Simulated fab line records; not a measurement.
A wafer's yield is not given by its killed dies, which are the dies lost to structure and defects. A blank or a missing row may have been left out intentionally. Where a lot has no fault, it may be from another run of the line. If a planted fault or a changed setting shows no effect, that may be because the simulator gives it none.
Chamber matching || flow nand_harc || ald_metal-02 running NHARC_P_CONTACT_ALD_22: 4 sister chambers
The step deposits TiN, target thk 3 nm, pulse time 1 s, ald cycles 150. 8 wafers are shown with their chamber, then 7 later ones without.

WAFERS WITH THEIR CHAMBER
{"wafer": "L550.6", "chamber": 0, "heater_power_w (W)": 899, "precursor_pulse_height_rel": 0.978}
{"wafer": "L558.1", "chamber": 1, "heater_power_w (W)": 1107, "precursor_pulse_height_rel": 1.027}
{"wafer": "L558.5", "chamber": 2, "heater_power_w (W)": 1045, "precursor_pulse_height_rel": 0.996}
{"wafer": "L567.2", "chamber": 3, "heater_power_w (W)": 1044, "precursor_pulse_height_rel": 0.981}
{"wafer": "L567.3", "chamber": 1, "heater_power_w (W)": 1058, "precursor_pulse_height_rel": 1.024}
{"wafer": "L567.6", "chamber": 2, "heater_power_w (W)": 1034, "precursor_pulse_height_rel": 1.035}
{"wafer": "L569.2", "chamber": 3, "heater_power_w (W)": 1038, "precursor_pulse_height_rel": 0.999}
{"wafer": "L569.3", "chamber": 0, "heater_power_w (W)": 913, "precursor_pulse_height_rel": 1.014}

WAFERS MISSING THEIR CHAMBER
{"wafer": "L569.4", "heater_power_w (W)": 1017, "precursor_pulse_height_rel": 0.981}
{"wafer": "L568.1", "heater_power_w (W)": 999, "precursor_pulse_height_rel": 0.990}
{"wafer": "L568.3", "heater_power_w (W)": 926, "precursor_pulse_height_rel": 0.980}
{"wafer": "L568.4", "heater_power_w (W)": 1020, "precursor_pulse_height_rel": 1.000}
{"wafer": "L572.1", "heater_power_w (W)": 910, "precursor_pulse_height_rel": 1.001}
{"wafer": "L572.3", "heater_power_w (W)": 1018, "precursor_pulse_height_rel": 1.010}
{"wafer": "L572.5", "heater_power_w (W)": 1027, "precursor_pulse_height_rel": 0.993}

WHICH CHAMBER EACH WENT THROUGH
{"wafer": "L569.4", "from the rows above": "can't be placed: 3 or 2", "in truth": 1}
{"wafer": "L568.1", "from the rows above": "can't be placed: 3 or 2", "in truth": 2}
{"wafer": "L568.3", "from the rows above": 0, "in truth": 0}
{"wafer": "L568.4", "from the rows above": "can't be placed: 3 or 2", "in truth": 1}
{"wafer": "L572.1", "from the rows above": 0, "in truth": 0}
{"wafer": "L572.3", "from the rows above": "can't be placed: 2 or 3", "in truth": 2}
{"wafer": "L572.5", "from the rows above": "can't be placed: 3 or 2", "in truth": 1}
Correct placement for 2 of the 7. Not placeable from these rows: 5 (in 2, the candidates include the true chamber). Wrongly placed: 0.
How it was worked out, from the rows above alone: a wafer's distance from a chamber is the root of the sum, over the readings, of the square of ((its reading less the chamber's mean) divided by the reading's scatter). If the next closest chamber is less than 2 further off than the closest, the wafer can't be placed; otherwise it belongs to the closest. Each chamber's mean is taken over the wafers shown for it. The scatter: take each reading less its chamber's mean, square it, sum over the shown wafers, divide by the number of wafers less the number of chambers, and take the root.
